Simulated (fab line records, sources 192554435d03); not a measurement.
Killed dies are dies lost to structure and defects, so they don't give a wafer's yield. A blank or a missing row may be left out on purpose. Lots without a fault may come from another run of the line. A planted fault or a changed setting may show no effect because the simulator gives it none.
Chamber matching | flow n5_finfet | N5_HKMG_FIN_ETCH_54 on rie_diel-03: 4 sister chambers
The step etches SiARC in CF4, target depth 45.5 nm, time 75.8 s. 18 wafers are shown with their chamber, then 9 later ones without.

WAFERS WITH THEIR CHAMBER
wafer  | chamber | drypump_motor_current_A (A) | showerhead_plenum_p_Torr (Torr) | throttle_valve_pct (%)
L075.3 | 3       | 5.6                         | 2.24                            | 16.09
L075.4 | 0       | 6.3                         | 2.23                            | 15.83
L075.6 | 2       | 6.0                         | 2.07                            | 15.51
L076.1 | 1       | 5.2                         | 2.30                            | 15.36
L076.2 | 3       | 5.6                         | 2.24                            | 16.10
L076.4 | 2       | 6.0                         | 2.07                            | 15.53
L080.1 | 2       | 6.0                         | 2.06                            | 15.54
L080.2 | 0       | 6.3                         | 2.22                            | 15.86
L080.4 | 1       | 5.2                         | 2.29                            | 15.40
L083.1 | 0       | 6.3                         | 2.22                            | 15.85
L083.2 | 3       | 5.6                         | 2.24                            | 16.14
L083.5 | 1       | 5.1                         | 2.29                            | 15.38
L086.1 | 0       | 6.3                         | 2.22                            | 15.88
L086.4 | 2       | 6.0                         | 2.06                            | 15.55
L086.5 | 0       | 6.3                         | 2.22                            | 15.86
L092.2 | 2       | 6.0                         | 2.06                            | 15.57
L092.4 | 3       | 5.6                         | 2.23                            | 16.17
L092.5 | 1       | 5.2                         | 2.28                            | 15.44

SIGNATURES (means of the wafers above)
reading                  | chamber 0 | chamber 1 | chamber 2 | chamber 3 | scatter within a chamber
drypump_motor_current_A  | 6.300     | 5.175     | 6.000     | 5.600     | 0.0231
showerhead_plenum_p_Torr | 2.2220    | 2.2900    | 2.0640    | 2.2375    | 0.00582
throttle_valve_pct       | 15.8560   | 15.3950   | 15.5400   | 16.1250   | 0.0279
Rule: a wafer's distance from a chamber is the root of the sum, over the readings, of the square of ((its reading less the chamber's mean) divided by the reading's scatter). The wafer belongs to the nearest chamber; if the next one is less than 2 further off, it can't be placed. The scatter: the root of (the sum of the squares of (reading less its chamber's mean) over the shown wafers, divided by (wafers less chambers)).

WAFERS WITHOUT THEIR CHAMBER
wafer  | drypump_motor_current_A (A) | showerhead_plenum_p_Torr (Torr) | throttle_valve_pct (%)
L093.1 | 5.6                         | 2.23                            | 16.18
L093.5 | 6.3                         | 2.21                            | 15.91
L093.6 | 5.6                         | 2.23                            | 16.17
L096.2 | 6.3                         | 2.21                            | 15.93
L096.4 | 5.6                         | 2.22                            | 16.20
L096.6 | 5.6                         | 2.23                            | 16.20
L097.2 | 5.2                         | 2.28                            | 15.46
L097.3 | 5.6                         | 2.22                            | 16.18
L097.4 | 6.0                         | 2.05                            | 15.63

WHICH CHAMBER EACH WENT THROUGH
wafer  | from the rows above | in truth
L093.1 | 3                   | 3
L093.5 | 0                   | 0
L093.6 | 3                   | 3
L096.2 | 0                   | 0
L096.4 | 3                   | 3
L096.6 | 3                   | 3
L097.2 | 1                   | 1
L097.3 | 3                   | 3
L097.4 | 2                   | 2
Placed correctly: 9 of 9. Can't be placed from these rows: 0. Placed wrongly: 0.
